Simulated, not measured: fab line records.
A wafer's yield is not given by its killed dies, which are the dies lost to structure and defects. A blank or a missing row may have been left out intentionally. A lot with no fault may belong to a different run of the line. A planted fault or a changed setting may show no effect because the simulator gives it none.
Matching of chambers -- flow nand harc -- NHARC_A_CHANNEL_FILL_D1_ETCHBACK_20 on rie diel-09: 4 sister chambers
The step etches the open film in C4F8/O2/Ar, target depth 27 nm, time 13.5 s. 8 wafers are shown with their chamber, then 12 later ones without.

WAFERS PAIRED WITH THEIR CHAMBERS
wafer,chamber,rf vpp V (V),oes product au (a.u.)
L084.1,1,985,1.00
L084.2,3,974,0.99
L090.1,0,970,1.02
L090.2,1,984,1.00
L090.3,2,975,0.99
L092.1,2,976,0.97
L092.3,3,973,0.97
L092.5,0,970,0.99

WAFERS MISSING THEIR CHAMBER
wafer,rf vpp V (V),oes product au (a.u.)
L095.1,973,0.98
L095.4,985,0.92
L095.5,969,0.93
L096.1,974,0.91
L096.2,986,0.91
L096.3,972,0.90
L096.4,972,0.94
L096.5,975,0.90
L096.6,985,0.91
L097.1,985,1.00
L097.3,969,1.01
L097.4,974,0.98

THE CHAMBER EACH PASSED THROUGH
wafer,from the rows above,in truth
L095.1,3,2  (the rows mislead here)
L095.4,1,1
L095.5,0,0
L096.1,can't be placed: 3 or 2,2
L096.2,1,1
L096.3,can't be placed: 3 or 0 or 2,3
L096.4,can't be placed: 3 or 0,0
L096.5,can't be placed: 2 or 3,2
L096.6,1,1
L097.1,1,1
L097.3,0,0
L097.4,can't be placed: 3 or 2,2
Correctly placed: 6 of 12. Unplaceable from these rows: 5, with the true chamber sitting among the candidates in 5. Wrongly placed: 1.
How it was worked out, from the rows above alone: a wafer's distance from a chamber is the root of the sum, over the readings, of the square of ((its reading less the chamber's mean) divided by the reading's scatter). If the next closest chamber is less than 2 further off than the closest, the wafer can't be placed; otherwise it belongs to the closest. A chamber's mean is the mean of its shown wafers. How the scatter is found: for the shown wafers, subtract from each reading the mean of its chamber, square and add these, divide the total by (wafers less chambers), then take the root.
